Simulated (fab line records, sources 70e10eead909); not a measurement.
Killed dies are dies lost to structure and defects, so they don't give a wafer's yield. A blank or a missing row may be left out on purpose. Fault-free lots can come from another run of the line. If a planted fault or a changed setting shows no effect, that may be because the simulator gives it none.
fab line records / flow nand-harc
record: lots: 6 wafers: 18 last-day: 34
route steps=1302 shown P_STI@108 P_GATE@110
lots with no fault: from the same line, run without faults
start-h: the number of hours between the record's first day and the start of the first shown wafer of the lot / wait-h: hours from the lot's prior step to this one / " the same as in the row above / L1.1+2: a single row standing in for several wafers / - no value, or no start was given / * or withheld: withheld / < > ~ a bound
route shown NAME@n: names a module that has steps shown in the file, with the first one's number in the route / usual: mean and standard deviation over wafers with no fault / same: alike in all rows / chamber/n: place in a boat / sites: readings site by site / _std_site: the standard deviation of these / _edge_site: outer sites' mean less inner sites' / radius-mm: how far each site lies from the wafer's centre / mask NAME#n: copy n / behind: the most recent tool/chamber to have shaped the wafer / hold: what put the lot on hold/how long, in hours/how the hold closed / device: which transistor (n, p or np) failed to switch / end of line: tests of these same wafers at the route's end / step lacking rows: just its recipe / killed: the dies lost at the first sort to structure and to defects; this is not the yield of the wafer / map: the dies of a wafer, with x for killed, . for not killed, _ for no die there
set.NAME: the setting as run; set.NAME@STEP: as run at that earlier step / model.NAME: the simulator's own value behind a step, which no gauge read
lots seen at some steps along the route; tables by step, rows by wafer
services: from which hour (start-h, from the record's first day; less than 0 if before it) a tool's chamber was out of use, for how many hours, and why
== steps ==
step: NHARC_P_STI_OXIDE_40
recipe: target-thk-a: 100 temp-c: 900 ox-time-s: 1362 material: SiO2
step: NHARC_P_STI_INSPECT_25
usual: raw-defect-count: 210/76
lot.wafer=L498.2 tool=defect-inspect-02 chamber=- start-h=81.17 wait-h=0.4 raw-defect-count=147
lot.wafer=L498.5 tool=defect-inspect-02 chamber=- start-h=81.17 wait-h=0.4 raw-defect-count=187
lot.wafer=L498.6 tool=defect-inspect-02 chamber=- start-h=81.17 wait-h=0.4 raw-defect-count=200
lot.wafer=L504.1 tool=defect-inspect-01 chamber=- start-h=141.40 wait-h=0.4 raw-defect-count=199
lot.wafer=L504.2 tool=defect-inspect-01 chamber=- start-h=141.40 wait-h=0.4 raw-defect-count=206
lot.wafer=L504.6 tool=defect-inspect-01 chamber=- start-h=141.40 wait-h=0.4 raw-defect-count=139
lot.wafer=L505.1 tool=defect-inspect-01 chamber=- start-h=156.82 wait-h=0.4 raw-defect-count=194
lot.wafer=L505.2 tool=defect-inspect-01 chamber=- start-h=156.82 wait-h=0.4 raw-defect-count=183
lot.wafer=L505.4 tool=defect-inspect-01 chamber=- start-h=156.82 wait-h=0.4 raw-defect-count=117
lot.wafer=L512.1 tool=defect-inspect-01 chamber=- start-h=219.63 wait-h=0.4 raw-defect-count=189
lot.wafer=L512.2 tool=defect-inspect-01 chamber=- start-h=219.63 wait-h=0.4 raw-defect-count=216
lot.wafer=L512.6 tool=defect-inspect-01 chamber=- start-h=219.63 wait-h=0.4 raw-defect-count=145
lot.wafer=L514.2 tool=defect-inspect-01 chamber=- start-h=243.78 wait-h=0.4 raw-defect-count=131
lot.wafer=L514.3 tool=defect-inspect-01 chamber=- start-h=243.78 wait-h=0.4 raw-defect-count=165
lot.wafer=L514.5 tool=defect-inspect-01 chamber=- start-h=243.78 wait-h=0.4 raw-defect-count=165
lot.wafer=L520.2 tool=defect-inspect-01 chamber=- start-h=301.78 wait-h=0.4 raw-defect-count=149
lot.wafer=L520.4 tool=defect-inspect-01 chamber=- start-h=301.78 wait-h=0.4 raw-defect-count=168
lot.wafer=L520.6 tool=defect-inspect-01 chamber=- start-h=301.78 wait-h=0.4 raw-defect-count=313
step: NHARC_P_GATE_ETCH_69
recipe: target-depth-a: 140 chemistry: dHF material: SiO2
step: NHARC_P_GATE_PRECLEAN_70
recipe: time-s: * temp-c: 50 bath-age-min: 0 chemistry: SC1
step: NHARC_P_GATE_SRD_01
step: NHARC_P_GATE_OXIDE_02
recipe: target-thk-a: 375 temp-c: 950 p-h2o-torr: 720 ox-time-s: 365 material: SiO2
step: NHARC_P_GATE_DEHYDRATE_03
recipe: temp-c: 150 time-s: 120
step: NHARC_P_GATE_HMDS_04
recipe: time-s: 30
step: NHARC_P_GATE_COAT_05
recipe: spin-rpm: 4690
step: NHARC_P_GATE_SOFTBAKE_06
recipe: temp-c: 122 time-s: 95
step: NHARC_P_GATE_EBR_07
step: NHARC_P_GATE_EXPOSE_08
recipe: na: 0.6 dose-mj: 16.75 mask-id: P_HV
step: NHARC_P_GATE_PEB_09
recipe: peb-temp-c: 118 peb-time-s: 85
usual: chill-plate-temp-C: 23.00/0.11 exhaust-pa: 44.8/1 heater-power-total-W: 163.97/0.28
lot.wafer=L498.2 tool=litho-track-07 chamber=0 start-h=89.28 wait-h=0.1 chill-plate-temp-C=22.95 exhaust-pa=43.9 heater-power-total-W=164.30
lot.wafer=L498.5 tool=litho-track-07 chamber=0 start-h=89.28 wait-h=0.1 chill-plate-temp-C=22.86 exhaust-pa=44.5 heater-power-total-W=163.90
lot.wafer=L498.6 tool=litho-track-07 chamber=0 start-h=89.28 wait-h=0.1 chill-plate-temp-C=22.92 exhaust-pa=44.9 heater-power-total-W=163.67
lot.wafer=L504.1 tool=litho-track-07 chamber=- start-h=149.68 wait-h=0.1 chill-plate-temp-C=- exhaust-pa=- heater-power-total-W=-
lot.wafer=L504.2 tool=litho-track-07 chamber=- start-h=149.68 wait-h=0.1 chill-plate-temp-C=- exhaust-pa=- heater-power-total-W=-
lot.wafer=L504.6 tool=litho-track-07 chamber=- start-h=149.68 wait-h=0.1 chill-plate-temp-C=- exhaust-pa=- heater-power-total-W=-
lot.wafer=L505.1 tool=litho-track-03 chamber=- start-h=165.01 wait-h=0.1 chill-plate-temp-C=- exhaust-pa=- heater-power-total-W=-
lot.wafer=L505.2 tool=litho-track-03 chamber=- start-h=165.01 wait-h=0.1 chill-plate-temp-C=- exhaust-pa=- heater-power-total-W=-
lot.wafer=L505.4 tool=litho-track-03 chamber=- start-h=165.01 wait-h=0.1 chill-plate-temp-C=- exhaust-pa=- heater-power-total-W=-
lot.wafer=L512.1 tool=litho-track-03 chamber=0 start-h=227.84 wait-h=0.1 chill-plate-temp-C=23.11 exhaust-pa=45.3 heater-power-total-W=163.66
lot.wafer=L512.2 tool=litho-track-03 chamber=0 start-h=227.84 wait-h=0.1 chill-plate-temp-C=22.90 exhaust-pa=45.9 heater-power-total-W=164.37
lot.wafer=L512.6 tool=litho-track-03 chamber=0 start-h=227.84 wait-h=0.1 chill-plate-temp-C=22.94 exhaust-pa=45.1 heater-power-total-W=163.74
lot.wafer=L514.2 tool=litho-track-05 chamber=0 start-h=252.26 wait-h=0.1 chill-plate-temp-C=23.08 exhaust-pa=44.4 heater-power-total-W=163.73
lot.wafer=L514.3 tool=litho-track-05 chamber=0 start-h=252.26 wait-h=0.1 chill-plate-temp-C=23.03 exhaust-pa=43.2 heater-power-total-W=164.20
lot.wafer=L514.5 tool=litho-track-05 chamber=0 start-h=252.26 wait-h=0.1 chill-plate-temp-C=23.12 exhaust-pa=44.9 heater-power-total-W=163.90
lot.wafer=L520.2 tool=litho-track-07 chamber=0 start-h=310.52 wait-h=0.1 chill-plate-temp-C=23.17 exhaust-pa=44.0 heater-power-total-W=164.42
lot.wafer=L520.4 tool=litho-track-07 chamber=0 start-h=310.52 wait-h=0.1 chill-plate-temp-C=22.99 exhaust-pa=42.4 heater-power-total-W=164.02
lot.wafer=L520.6 tool=litho-track-07 chamber=0 start-h=310.52 wait-h=0.1 chill-plate-temp-C=23.04 exhaust-pa=43.5 heater-power-total-W=163.96
step: NHARC_P_GATE_DEVELOP_10
recipe: time-s: 70
== services ==
tool=litho-track-07 chamber=- start-h=76.01 hours=7.0 kind=pm
tool=litho-track-03 chamber=- start-h=100.00 hours=7.0 kind=pm
tool=litho-track-05 chamber=- start-h=124.00 hours=7.0 kind=pm
tool=litho-track-07 chamber=- start-h=251.02 hours=7.0 kind=pm
tool=litho-track-03 chamber=- start-h=275.00 hours=7.0 kind=pm
tool=litho-track-05 chamber=- start-h=299.00 hours=7.0 kind=pm
== key ==
first-sign: step: NHARC_P_GATE_PEB_09 reading: tool-record direction: missing
effect none on later readings
met-at NHARC_P_GATE_PEB_09
struck-wafers L504.1,L504.2,L504.6,L505.1,L505.2,L505.4
later-rows-left-out L504.1,L504.2,L504.6,L505.1,L505.2,L505.4
sort-left-out L504.1,L504.2,L504.6,L505.1,L505.2,L505.4
tester-left-out L504,L505
onset-between 89.28 149.68
fault: kind: skipped-step-whole tool: litho-track-03,litho-track-07 chamber: - onset-h: 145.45 steps: NHARC_P_GATE_PEB_09 scope: struck-lots-only
tester-left-out: of these lots the tester's yield and bins aren't shown, on N5 and GAA mostly nor the transistor test; their killed dies are dies lost to structure and defects alone, not to doping, threshold or leakage, so they don't give the yield
sort-left-out: the simulated sort isn't trusted on such a fault, so these wafers' sort isn't shown, and their yield isn't known
later-rows-left-out: the simulator's readings of these wafers behind a module that went badly wrong aren't trusted and aren't shown, but for the sort
